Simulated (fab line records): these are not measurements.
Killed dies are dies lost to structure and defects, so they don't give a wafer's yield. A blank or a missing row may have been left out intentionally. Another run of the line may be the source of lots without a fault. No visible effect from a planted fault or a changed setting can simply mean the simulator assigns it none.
fab line records -- flow nand-harc
record lots=12, wafers=34, last-day=32
route steps=1302 shown A_CHANNEL_HOLE_D1@451 END@1302
lots that met no fault: from a run of the same line without faults
start-h: the number of hours between the record's first day and the start of the first shown wafer of the lot -- wait-h: time in hours since the lot's previous step -- " as in the row above -- L1.1+2: several wafers, shown together as one row -- - no value present, or no start provided -- * or withheld: withheld -- < > ~ a bound
route shown NAME@n: a module of which the file shows steps, and the number in the route of the first -- usual: mean/standard deviation taken from wafers without a fault -- same: alike in all rows -- chamber/n: place in a boat -- sites: the reading at each site -- _std_site: the values' standard deviation -- _edge_site: inner sites' mean taken away from outer sites' mean -- radius-mm: how far each site lies from the wafer's centre -- mask NAME#n: copy n -- behind: the most recent tool/chamber to have shaped the wafer -- hold: why the lot was held/for how many hours/how that ended -- device: the n, p or np transistor that did not switch -- end of line: the tests these same wafers got at the end of their route -- a step without rows: its recipe alone -- killed: dies lost to structure and defects at the first sort, not the wafer's yield -- map: a wafer's dies, marking killed ones x, the rest . and places with no die _
set.NAME: the run value of the setting; set.NAME@STEP: its run value at that earlier step -- model.NAME: the simulator's own value behind a step, which no gauge read
steps of the route over a sample of lots; a table a step, a row a wafer
services: the hour from which a tool's chamber was out of use, counted from the record's first day as start-h (under 0 if before that day), plus the number of hours and why
## steps
# step NHARC_A_CHANNEL_HOLE_D1_DEP_01
# recipe target-thk-a=1400, target-thk-nm=140, temp-c=400, pressure-torr=3.5, flow-sccm=200, rf-w=350, material=SiON
# usual heater-power-w=751/73, rf-fwd-power-W=348.2/1.3
lot.wafer,tool,chamber,start-h,wait-h,heater-power-w,rf-fwd-power-W
L837.2,pecvd-01,0,158.83,1.3,861,347.4
L837.3,pecvd-01,1,158.83,1.3,743,347.7
L837.6,pecvd-01,1,158.83,1.3,731,345.9
L839.2,pecvd-04,1,180.05,1.3,574,350.2
L839.4,pecvd-04,1,180.05,1.3,586,349.4
L839.5,pecvd-04,2,180.05,1.3,759,349.1
L841.1,pecvd-02,0,193.07,1.7,807,349.1
L841.6,pecvd-02,2,193.07,1.7,816,347.1
L841.4,pecvd-02,0,193.07,1.7,800,349.0
L842.2,pecvd-01,0,200.41,1.3,835,348.3
L842.3,pecvd-01,2,200.41,1.3,798,347.7
L842.6,pecvd-01,2,200.41,1.3,811,347.3
L840.3,pecvd-01,0,211.65,1.0,827,348.7
L840.4,pecvd-01,0,211.65,1.0,820,347.8
L840.5,pecvd-01,2,211.65,1.0,831,346.4
L843.3,pecvd-01,2,218.70,1.0,801,349.4
L843.1,pecvd-01,0,218.70,1.0,736,348.8
L843.5,pecvd-01,0,218.70,1.0,747,347.7
L850.1,pecvd-04,2,283.78,1.6,752,350.1
L850.2,pecvd-04,0,283.78,1.6,868,346.9
L851.2,pecvd-04,1,298.96,1.5,594,350.0
L851.4,pecvd-04,1,298.96,1.5,615,349.2
L856.2,pecvd-01,1,349.51,1.3,697,351.1
L856.3,pecvd-01,0,349.51,1.3,797,347.6
L856.4,pecvd-01,1,349.51,1.3,737,349.1
L859.1,pecvd-02,0,370.09,1.6,671,348.5
L859.2,pecvd-02,1,370.09,1.6,711,350.1
L859.4,pecvd-02,1,370.09,1.6,717,348.7
L858.2,pecvd-01,1,370.10,1.3,739,349.6
L858.4,pecvd-01,1,370.10,1.3,748,349.7
L858.5,pecvd-01,2,370.10,1.3,758,349.1
L860.3,pecvd-01,0,379.54,1.0,808,348.9
L860.1,pecvd-01,1,379.54,1.0,688,349.6
L860.2,pecvd-01,2,379.54,1.0,663,347.7
# step NHARC_A_CHANNEL_HOLE_D1_ETCH_34
# recipe target-depth-a=1540, time-s=77, cf4-flow-sccm=100, chf3-flow-sccm=30, ar-flow-sccm=0, rf-w=500, bias-w=200, chemistry=CF4/CHF3
# usual drypump-motor-current-A=5.8/0.63, oes-product-au=0.946/0.023, rf-fwd-power-W=496.5/1.6, rf-vpp-V=371.6/2.1, run-length-s=98.2/0.41, showerhead-plenum-p-Torr=1.60/0.057, throttle-valve-pct=16.802/0.0093
lot.wafer,tool,chamber,start-h,wait-h,drypump-motor-current-A,oes-product-au,rf-fwd-power-W,rf-hours-counter-h,rf-vpp-V,run-length-s,showerhead-plenum-p-Torr,throttle-valve-pct
L837.3,rie-diel-08,3,-,-,5.8,0.925,494.5,57,369.2,98.0,1.53,16.791
L837.2,rie-diel-08,0,-,-,5.0,0.920,500.5,57,372.5,98.7,1.62,16.813
L837.6,rie-diel-08,1,-,-,5.6,0.919,496.9,-,369.7,98.4,1.55,16.797
L839.4,rie-diel-09,1,-,-,6.2,0.941,499.3,4,373.1,97.6,1.65,16.810
L839.2,rie-diel-09,2,-,-,5.8,0.945,495.5,4,373.7,97.8,1.67,16.806
L839.5,rie-diel-09,0,-,-,6.0,0.958,497.6,-,370.9,98.6,1.60,16.803
L841.4,rie-diel-09,3,-,-,6.8,0.938,498.7,5,370.8,98.0,1.56,16.803
L841.1,rie-diel-09,1,-,-,6.2,0.908,496.9,6,372.6,97.8,1.65,16.800
L841.6,rie-diel-09,3,-,-,6.8,0.933,497.4,-,370.4,98.5,1.56,16.811
L842.3,rie-diel-07,0,-,-,4.8,0.941,496.9,37,373.3,98.3,1.64,16.802
L842.2,rie-diel-07,1,-,-,5.7,0.924,496.9,36,366.5,97.2,1.46,16.805
L842.6,rie-diel-07,3,-,-,4.7,0.936,495.1,-,368.6,98.3,1.53,16.801
L840.3,rie-diel-09,3,-,-,6.8,0.967,498.8,7,371.5,98.2,1.56,16.807
L840.4,rie-diel-09,0,-,-,6.0,0.981,496.6,7,370.4,98.4,1.60,16.795
L840.5,rie-diel-09,2,-,-,5.8,0.944,497.0,-,374.5,98.3,1.67,16.813
L843.3,rie-diel-09,2,-,-,5.8,0.917,496.4,8,372.5,97.8,1.67,16.797
L843.1,rie-diel-09,0,-,-,6.1,0.929,497.1,7,372.0,98.3,1.60,16.802
L843.5,rie-diel-09,2,-,-,5.8,0.920,498.0,-,373.3,98.2,1.67,16.807
L850.2,rie-diel-07,2,-,-,6.1,0.980,496.8,1,374.2,98.5,1.63,16.802
L850.1,rie-diel-07,0,-,-,4.8,0.944,497.2,2,373.8,98.2,1.63,16.789
L851.2,rie-diel-07,1,-,-,5.7,0.931,497.2,6,375.0,97.4,1.70,16.804
L851.4,rie-diel-07,0,-,-,4.8,0.904,495.8,6,371.9,98.1,1.63,16.795
L856.2,rie-diel-09,2,-,-,5.8,0.955,494.9,5,374.6,98.0,1.67,16.809
L856.3,rie-diel-09,3,-,-,6.8,0.970,496.9,5,370.5,97.9,1.56,16.793
L856.4,rie-diel-09,0,-,-,6.0,0.947,496.6,4,373.3,98.3,1.60,16.799
L858.4,rie-diel-07,1,-,-,5.7,0.984,496.7,25,373.1,97.4,1.69,16.796
L858.2,rie-diel-07,2,-,-,6.1,0.983,495.6,27,373.1,97.7,1.63,16.800
L858.5,rie-diel-07,2,-,-,6.1,0.979,493.3,-,371.3,98.0,1.63,16.805
L859.1,rie-diel-07,2,-,-,6.1,0.962,496.3,28,372.4,97.9,1.63,16.797
L859.4,rie-diel-07,3,-,-,4.7,0.979,493.1,32,367.3,97.9,1.52,16.790
L859.2,rie-diel-07,1,-,-,5.7,0.951,497.7,25,373.9,97.4,1.69,16.786
L860.1,rie-diel-09,3,-,-,6.8,0.926,497.7,7,371.0,98.3,1.56,16.810
L860.2,rie-diel-09,0,-,-,6.1,0.921,495.3,7,371.8,98.7,1.60,16.804
L860.3,rie-diel-09,2,-,-,5.7,0.928,496.2,7,373.5,98.2,1.67,16.802
# step NHARC_A_CHANNEL_HOLE_D1_ETCH_16
# recipe target-depth-a=31000, over-etch-frac=0.3, time-s=806, ion-energy-ev=150, o2-flow-sccm=400, cos-flow-sccm=20, ar-flow-sccm=0, rf-w=500, bias-w=300, chemistry=O2/COS
# usual drypump-motor-current-A=5.8/0.63, o2-flow-sccm=399.9/1.2, oes-product-au=0.998/0.012, rf-fwd-power-W=499.6/1.4, rf-vpp-V=315.1/1.7, run-length-s=827.1/0.4, showerhead-plenum-p-Torr=3.19/0.12, throttle-valve-pct=28.331/0.0095
lot.wafer,tool,chamber,start-h,wait-h,drypump-motor-current-A,o2-flow-sccm,oes-product-au,rf-fwd-power-W,rf-hours-counter-h,rf-vpp-V,run-length-s,showerhead-plenum-p-Torr,throttle-valve-pct
L837.3,rie-diel-08,1,160.32,-,5.6,400.3,0.997,499.8,59,314.0,827.9,3.07,28.328
L837.2,rie-diel-08,3,160.32,-,5.8,400.3,1.009,499.9,57,312.8,826.9,3.04,28.329
L837.6,rie-diel-08,0,160.32,-,5.0,400.7,0.996,501.3,-,316.3,827.8,3.21,28.329
L839.2,rie-diel-09,0,181.47,-,6.1,399.5,0.996,498.0,4,315.4,827.3,3.18,28.311
L839.4,rie-diel-09,1,181.47,-,6.2,398.1,0.985,500.0,4,315.4,826.6,3.27,28.336
L839.5,rie-diel-09,3,181.47,-,6.8,401.2,1.007,502.1,-,314.3,827.1,3.10,28.340
L841.4,rie-diel-09,3,194.51,-,6.8,399.2,1.002,501.2,6,314.4,827.5,3.10,28.331
L841.1,rie-diel-09,0,194.51,-,6.1,399.0,0.985,500.5,5,315.2,827.4,3.18,28.337
L841.6,rie-diel-09,2,194.51,-,5.8,399.5,0.981,500.8,-,316.0,827.0,3.32,28.339
L842.3,rie-diel-07,3,202.16,-,4.7,400.8,0.995,498.8,34,313.1,826.9,3.03,28.345
L842.2,rie-diel-07,0,202.16,-,4.8,399.8,1.009,500.6,37,315.1,827.7,3.25,28.336
L842.6,rie-diel-07,3,202.16,-,4.7,400.6,0.997,498.6,-,313.0,826.9,3.03,28.324
L840.3,rie-diel-09,1,212.97,-,6.2,400.6,0.992,498.1,7,316.3,826.8,3.27,28.327
L840.4,rie-diel-09,3,212.97,-,6.8,397.7,1.000,500.4,7,313.2,827.4,3.10,28.337
L840.5,rie-diel-09,1,212.97,-,6.2,400.5,0.983,497.8,-,316.8,826.6,3.27,28.338
L843.3,rie-diel-09,1,220.01,-,6.2,399.4,0.981,502.2,8,318.6,826.7,3.27,28.323
L843.1,rie-diel-09,2,220.01,-,5.8,399.1,0.999,500.4,8,317.4,826.8,3.32,28.336
L843.5,rie-diel-09,2,220.01,-,5.8,400.7,0.990,501.1,-,316.9,827.0,3.32,28.345
L850.1,rie-diel-07,1,285.24,-,5.7,401.7,0.995,499.5,1,318.1,826.5,3.37,28.336
L850.2,rie-diel-07,3,285.24,-,4.7,400.3,1.009,-,2,313.6,633.9,3.02,28.322
L851.4,rie-diel-07,2,301.76,-,6.1,398.3,0.998,-,7,316.5,633.8,3.23,28.338
L851.2,rie-diel-07,3,301.76,-,4.7,402.0,1.003,-,6,314.4,634.1,3.02,28.323
L856.3,rie-diel-09,2,350.82,-,5.8,401.5,1.006,498.9,5,316.9,826.9,3.31,28.331
L856.2,rie-diel-09,3,350.82,-,6.8,398.8,1.001,499.5,5,314.3,827.0,3.10,28.330
L856.4,rie-diel-09,1,350.82,-,6.2,401.1,0.982,500.0,4,316.6,827.0,3.26,28.325
L858.4,rie-diel-07,2,371.54,-,6.1,397.6,1.009,499.9,28,315.6,827.1,3.22,28.320
L858.2,rie-diel-07,0,371.54,-,4.8,400.4,0.981,499.1,29,315.2,827.1,3.22,28.326
L858.5,rie-diel-07,3,371.54,-,4.7,399.0,1.024,500.2,-,312.8,826.8,3.01,28.329
L859.1,rie-diel-07,2,372.04,-,6.1,399.8,1.017,499.7,28,315.3,826.9,3.22,28.341
L859.4,rie-diel-07,3,372.04,-,4.7,402.0,1.027,500.4,32,312.4,827.4,3.01,28.340
L859.2,rie-diel-07,0,372.04,-,4.8,397.8,0.987,500.7,30,315.6,826.9,3.22,28.336
L860.3,rie-diel-09,3,380.98,-,6.8,399.4,1.003,500.1,7,315.2,827.0,3.10,28.325
L860.1,rie-diel-09,0,380.98,-,6.1,397.9,0.987,499.7,7,314.8,827.4,3.18,28.344
L860.2,rie-diel-09,2,380.98,-,5.8,402.3,0.988,500.1,7,316.2,827.0,3.31,28.328
# step NHARC_A_CHANNEL_HOLE_D1_CD_MEAS_18
# usual cd-nm=99.0/2.3
lot.wafer,tool,chamber,start-h,wait-h,cd-nm
L837.2,cd-sem-03,-,161.02,-,102.2
L837.3,cd-sem-03,-,161.02,-,100.9
L837.6,cd-sem-03,-,161.02,-,98.3
L839.2,cd-sem-02,-,181.93,-,99.9
L839.4,cd-sem-02,-,181.93,-,100.2
L839.5,cd-sem-02,-,181.93,-,100.9
L841.1,cd-sem-01,-,195.03,-,98.9
L841.4,cd-sem-01,-,195.03,-,103.2
L841.6,cd-sem-01,-,195.03,-,100.8
L842.2,cd-sem-01,-,202.68,-,95.8
L842.3,cd-sem-01,-,202.68,-,97.2
L842.6,cd-sem-01,-,202.68,-,97.8
L840.3,cd-sem-03,-,213.55,-,101.3
L840.4,cd-sem-03,-,213.55,-,102.3
L840.5,cd-sem-03,-,213.55,-,98.0
L843.1,cd-sem-01,-,220.59,-,102.0
L843.3,cd-sem-01,-,220.59,-,103.2
L843.5,cd-sem-01,-,220.59,-,101.9
L850.1,cd-sem-01,-,285.77,-,100.9
L850.2,cd-sem-01,-,285.77,-,99.5
L851.2,cd-sem-02,-,302.34,-,97.1
L851.4,cd-sem-02,-,302.34,-,97.2
L856.2,cd-sem-02,-,351.41,-,101.4
L856.3,cd-sem-02,-,351.41,-,99.3
L856.4,cd-sem-02,-,351.41,-,100.5
L858.2,cd-sem-03,-,372.12,-,96.8
L858.4,cd-sem-03,-,372.12,-,96.6
L858.5,cd-sem-03,-,372.12,-,98.5
L859.1,cd-sem-01,-,372.56,-,97.1
L859.2,cd-sem-01,-,372.56,-,93.7
L859.4,cd-sem-01,-,372.56,-,98.8
L860.1,cd-sem-01,-,381.55,-,97.0
L860.2,cd-sem-01,-,381.55,-,97.8
L860.3,cd-sem-01,-,381.55,-,98.7
# step NHARC_END_SORT_01
# recipe temp-c=25
# usual killed-at-array=62/18, killed-at-other=0.9/1.2, killed-at-periphery=4.2/2.9, killed-dies=67/17, killed-open=3.6/1.9, killed-short=2.5/1.6
# same gross-dies=677
lot.wafer,tool,chamber,start-h,wait-h,killed-at-array,killed-at-other,killed-at-periphery,killed-dies,killed-open,killed-short
L851.2,prober-01,0,675.53,2.8,516,1,6,523,3,2
L851.4,prober-01,0,677.12,3.4,514,2,12,528,6,1
# killed by level:class
L851.2 A_CHANNEL_HOLE_D1:area-etch=487 A_CONTACT:chamber-film-flake=8 A_CHANNEL_HOLE_D1:chamber-film-flake=8 P_GATE:chamber-film-flake=5 A_SLIT:chamber-film-flake=5 A_CHANNEL_HOLE_D2:chamber-film-flake=2 A_CHANNEL_HOLE_D1:geometric-particle:open=1 A_ONON_D2:geometric-particle:open=1
L851.4 A_CHANNEL_HOLE_D1:area-etch=484 A_CONTACT:chamber-film-flake=11 P_GATE:chamber-film-flake=8 A_CHANNEL_HOLE_D1:chamber-film-flake=6 A_SLIT:chamber-film-flake=4 A_ONON_D1:geometric-particle:open=3 P_M0:geometric-particle:open=2 P_BONDPAD:chamber-film-flake=2
## services
tool,chamber,start-h,hours,kind
pecvd-04,-,143.20,0.9,repair
pecvd-01,-,151.61,0.8,repair
rie-diel-09,0,152.68,-,clean
rie-diel-09,1,152.68,-,clean
rie-diel-09,2,152.68,-,clean
rie-diel-09,3,152.68,-,clean
rie-diel-08,2,155.84,5.4,repair
pecvd-02,0,165.12,6.7,repair
rie-diel-08,-,167.08,9.0,pm
rie-diel-09,2,167.10,1.4,repair
pecvd-04,-,188.47,1.3,repair
pecvd-02,-,191.87,0.7,repair
pecvd-02,-,203.37,13.0,pm
pecvd-04,-,245.44,13.0,pm
pecvd-01,2,250.12,6.0,repair
pecvd-01,-,254.87,1.4,repair
rie-diel-07,-,270.46,9.0,pm
rie-diel-08,2,276.16,7.6,repair
pecvd-01,-,287.26,13.0,pm
rie-diel-09,-,296.18,9.0,pm
pecvd-01,0,306.40,10.8,repair
pecvd-01,-,320.91,0.9,repair
pecvd-01,-,334.89,3.2,repair
rie-diel-08,-,344.08,9.0,pm
## key
first-sign step=NHARC_A_CHANNEL_HOLE_D1_ETCH_16, reading=run-length-s, direction=down, sigmas=99+, usual=*, struck=*
effect step=NHARC_END_SORT_01, reading=killed-dies, direction=up, sigmas=27, usual=67, struck=526
more-kills-born-at NHARC_A_CHANNEL_HOLE_D1_ETCH_16@rie-diel-07=971
met-at NHARC_A_CHANNEL_HOLE_D1_ETCH_16
struck-lots L850,L851
struck-wafers L850.2,L851.2,L851.4
later-rows-left-out L850.2,L851.2,L851.4
sort-left-out L850.2
tester-left-out L850,L851
not-acting-at NHARC_A_CHANNEL_HOLE_D1_DEP_01,NHARC_A_CHANNEL_HOLE_D1_ETCH_34,NHARC_A_CHANNEL_HOLE_D1_CD_MEAS_18
onset-between 202.16 285.24
fault kind=process-parameter-drift, tool=rie-diel-07, chamber=-, onset-h=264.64, steps=NHARC_A_CHANNEL_HOLE_D1_ETCH_16, channel=time-s, offset=*, shape=step, end-h=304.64, scope=struck-wafers-only, acts-in=*, stated=*
# tester-left-out: of these lots the tester's yield and bins aren't shown, on N5 and GAA mostly nor the transistor test; their killed dies are dies lost to structure and defects alone, not to doping, threshold or leakage, so they don't give the yield
# sort-left-out: the simulated sort isn't trusted on such a fault, so these wafers' sort isn't shown, and their yield isn't known
# later-rows-left-out: the simulator's readings of these wafers behind a module that went badly wrong aren't trusted and aren't shown, but for the sort
